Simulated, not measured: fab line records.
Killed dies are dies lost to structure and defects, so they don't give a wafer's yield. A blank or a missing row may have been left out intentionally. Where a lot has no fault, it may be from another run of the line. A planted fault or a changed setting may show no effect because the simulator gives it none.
Chamber matching :: flow n5 finfet :: 4 sister chambers for N5_BEOL_M0_ETCH_128 on rie diel-03
The step etches SiCN in CF4/N2, target depth 12 nm, overetch 5.1 nm, time 21.4 s. 18 wafers are shown with their chamber, then 9 later ones without.

WAFERS WITH THEIR CHAMBER
wafer: L077.1
chamber: 0
throttle valve pct (%): 15.47
showerhead plenum p Torr (Torr): 2.30
oes product au (a.u.): 0.53

wafer: L077.4
chamber: 3
throttle valve pct (%): 15.04
showerhead plenum p Torr (Torr): 2.33
oes product au (a.u.): 0.58

wafer: L077.6
chamber: 1
throttle valve pct (%): 15.19
showerhead plenum p Torr (Torr): 2.26
oes product au (a.u.): 0.64

wafer: L078.2
chamber: 0
throttle valve pct (%): 15.48
showerhead plenum p Torr (Torr): 2.30
oes product au (a.u.): 0.52

wafer: L078.4
chamber: 3
throttle valve pct (%): 15.03
showerhead plenum p Torr (Torr): 2.33
oes product au (a.u.): 0.60

wafer: L078.5
chamber: 1
throttle valve pct (%): 15.19
showerhead plenum p Torr (Torr): 2.26
oes product au (a.u.): 0.66

wafer: L080.2
chamber: 3
throttle valve pct (%): 15.04
showerhead plenum p Torr (Torr): 2.33
oes product au (a.u.): 0.59

wafer: L080.3
chamber: 3
throttle valve pct (%): 15.04
showerhead plenum p Torr (Torr): 2.33
oes product au (a.u.): 0.58

wafer: L080.4
chamber: 0
throttle valve pct (%): 15.48
showerhead plenum p Torr (Torr): 2.29
oes product au (a.u.): 0.52

wafer: L082.1
chamber: 0
throttle valve pct (%): 15.49
showerhead plenum p Torr (Torr): 2.29
oes product au (a.u.): 0.52

wafer: L082.3
chamber: 3
throttle valve pct (%): 15.05
showerhead plenum p Torr (Torr): 2.33
oes product au (a.u.): 0.57

wafer: L082.4
chamber: 2
throttle valve pct (%): 15.29
showerhead plenum p Torr (Torr): 2.29
oes product au (a.u.): 0.52

wafer: L088.2
chamber: 1
throttle valve pct (%): 15.21
showerhead plenum p Torr (Torr): 2.26
oes product au (a.u.): 0.62

wafer: L088.3
chamber: 2
throttle valve pct (%): 15.34
showerhead plenum p Torr (Torr): 2.28
oes product au (a.u.): 0.50

wafer: L088.6
chamber: 3
throttle valve pct (%): 15.09
showerhead plenum p Torr (Torr): 2.32
oes product au (a.u.): 0.58

wafer: L089.2
chamber: 2
throttle valve pct (%): 15.34
showerhead plenum p Torr (Torr): 2.28
oes product au (a.u.): 0.50

wafer: L089.3
chamber: 3
throttle valve pct (%): 15.09
showerhead plenum p Torr (Torr): 2.32
oes product au (a.u.): 0.56

wafer: L089.4
chamber: 0
throttle valve pct (%): 15.51
showerhead plenum p Torr (Torr): 2.29
oes product au (a.u.): 0.51

SIGNATURES, as means of the wafers listed above
reading: throttle valve pct
chamber 0: 15.4860
chamber 1: 15.1967
chamber 2: 15.3233
chamber 3: 15.0543
scatter within a chamber: 0.0218

reading: showerhead plenum p Torr
chamber 0: 2.2940
chamber 1: 2.2600
chamber 2: 2.2833
chamber 3: 2.3271
scatter within a chamber: 0.00485

reading: oes product au
chamber 0: 0.5200
chamber 1: 0.6400
chamber 2: 0.5067
chamber 3: 0.5800
scatter within a chamber: 0.0127
Rule: a wafer lies at a distance from a chamber equal to the root of the sum of squares, over the readings, of (its reading less the chamber's mean, divided by the reading's scatter). If the next closest chamber is less than 2 further off than the closest, the wafer can't be placed; otherwise it belongs to the closest. The scatter is the square root of a quotient: the sum, over the shown wafers, of each reading's squared deviation from its chamber's mean, divided by wafers minus chambers.

WAFERS MISSING THEIR CHAMBER
wafer: L092.2
throttle valve pct (%): 15.53
showerhead plenum p Torr (Torr): 2.29
oes product au (a.u.): 0.51

wafer: L092.5
throttle valve pct (%): 15.54
showerhead plenum p Torr (Torr): 2.29
oes product au (a.u.): 0.51

wafer: L092.6
throttle valve pct (%): 15.09
showerhead plenum p Torr (Torr): 2.32
oes product au (a.u.): 0.56

wafer: L095.3
throttle valve pct (%): 15.26
showerhead plenum p Torr (Torr): 2.25
oes product au (a.u.): 0.58

wafer: L095.4
throttle valve pct (%): 15.12
showerhead plenum p Torr (Torr): 2.32
oes product au (a.u.): 0.56

wafer: L095.6
throttle valve pct (%): 15.11
showerhead plenum p Torr (Torr): 2.32
oes product au (a.u.): 0.56

wafer: L096.1
throttle valve pct (%): 15.26
showerhead plenum p Torr (Torr): 2.25
oes product au (a.u.): 0.60

wafer: L096.2
throttle valve pct (%): 15.53
showerhead plenum p Torr (Torr): 2.28
oes product au (a.u.): 0.51

wafer: L096.6
throttle valve pct (%): 15.25
showerhead plenum p Torr (Torr): 2.25
oes product au (a.u.): 0.61

THE CHAMBER EACH PASSED THROUGH
wafer: L092.2
from the rows above: 0
in truth: 0

wafer: L092.5
from the rows above: 0
in truth: 0

wafer: L092.6
from the rows above: 3
in truth: 3

wafer: L095.3
from the rows above: 1
in truth: 1

wafer: L095.4
from the rows above: 3
in truth: 3

wafer: L095.6
from the rows above: 3
in truth: 3

wafer: L096.1
from the rows above: 1
in truth: 1

wafer: L096.2
from the rows above: 0
in truth: 0

wafer: L096.6
from the rows above: 1
in truth: 1
9 of 9 placed correctly. Can't be placed from these rows: 0. Wrongly placed: 0.
